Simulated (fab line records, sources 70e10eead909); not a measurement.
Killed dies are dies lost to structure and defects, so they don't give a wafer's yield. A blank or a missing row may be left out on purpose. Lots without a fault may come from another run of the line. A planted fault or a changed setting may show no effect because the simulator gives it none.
Which tool did it? | flow nand_harc | 24 lots, 72 wafers sampled, at 1 step of a route of 1302

WHAT THE GAUGES READ, wafer by wafer
NHARC_A_ONON_D1_THK_MEAS_34: measures by ellipsometry. Usual: thk_nm 200.2 nm, standard deviation 2.8.
lot  | measured     | on            | thk_nm (nm)       | flag
L074 | day 8 02:41  | film_metro-01 | 201.0 202.5 202.9 |
L075 | day 8 21:33  | film_metro-01 | 199.3 198.8 195.1 |
L076 | day 9 01:21  | film_metro-01 | 201.1 200.4 200.2 |
L077 | day 9 07:02  | film_metro-02 | 196.0 201.8 200.6 |
L078 | day 9 20:59  | film_metro-01 | 202.9 199.5 201.1 |
L080 | day 10 17:55 | film_metro-02 | 197.1 198.4 200.0 |
L079 | day 10 17:55 | film_metro-01 | 195.4 193.2 200.4 |
L081 | day 11 09:49 | film_metro-01 | 198.8 202.6 197.7 |
L082 | day 12 04:40 | film_metro-02 | 196.9 200.0 200.8 |
L083 | day 12 17:13 | film_metro-01 | 196.2 200.5 199.3 |
L084 | day 12 17:13 | film_metro-01 | 196.7 200.3 199.2 |
L086 | day 13 00:21 | film_metro-02 | 201.0 198.2 202.1 |
L085 | day 13 00:22 | film_metro-01 | 198.9 194.9 200.9 |
L087 | day 13 11:09 | film_metro-01 | 198.6 202.3 199.6 |
L088 | day 14 18:38 | film_metro-01 | 198.1 199.9 201.9 |
L091 | day 15 04:26 | film_metro-01 | 195.2 198.7 201.1 |
L089 | day 15 04:28 | film_metro-02 | 202.7 199.7 200.5 |
L090 | day 15 08:43 | film_metro-02 | 191.9 195.0 200.8 |
L092 | day 15 15:14 | film_metro-02 | 200.5 201.7 201.4 |
L093 | day 16 03:59 | film_metro-02 | 199.6 201.6 199.9 |
L094 | day 16 13:36 | film_metro-01 | 201.5 205.4 203.7 |
L095 | day 16 23:34 | film_metro-01 | 197.6 205.1 202.7 |
L096 | day 17 19:30 | film_metro-02 | 197.9 199.3 202.3 |
L097 | day 17 19:39 | film_metro-01 | 200.6 200.7 204.9 |

WHICH TOOL RAN EACH LOT (tool, then ch and the chambers of the sampled wafers, then the start)
The record holds no process step before these readings.

WHAT THE TOOLS THEMSELVES READ (means of the sampled wafers that have a number; where no wafer has one, the mark that the record gives instead)
The record holds no such reading with a usual standard deviation.

THE ANSWER, worked out from the rows above alone
Rule: a lot is off if the mean of its wafers that have a number lies more than 3 standard deviations from the usual mean. A lot without any number at a reading at which 4 lots or more have one is off too. The other lots that the step has rows for count as sound. The gauges are gone through in route order, then the tools' own readings, and for those a lot's mean is taken as printed above. The first step at which some lot is off is used, and at that step the reading that is off furthest; a lot without a number counts as furthest.
No lot is off at any reading shown: from this, nothing can be told.

WHAT THE SIMULATOR HAD PUT IN
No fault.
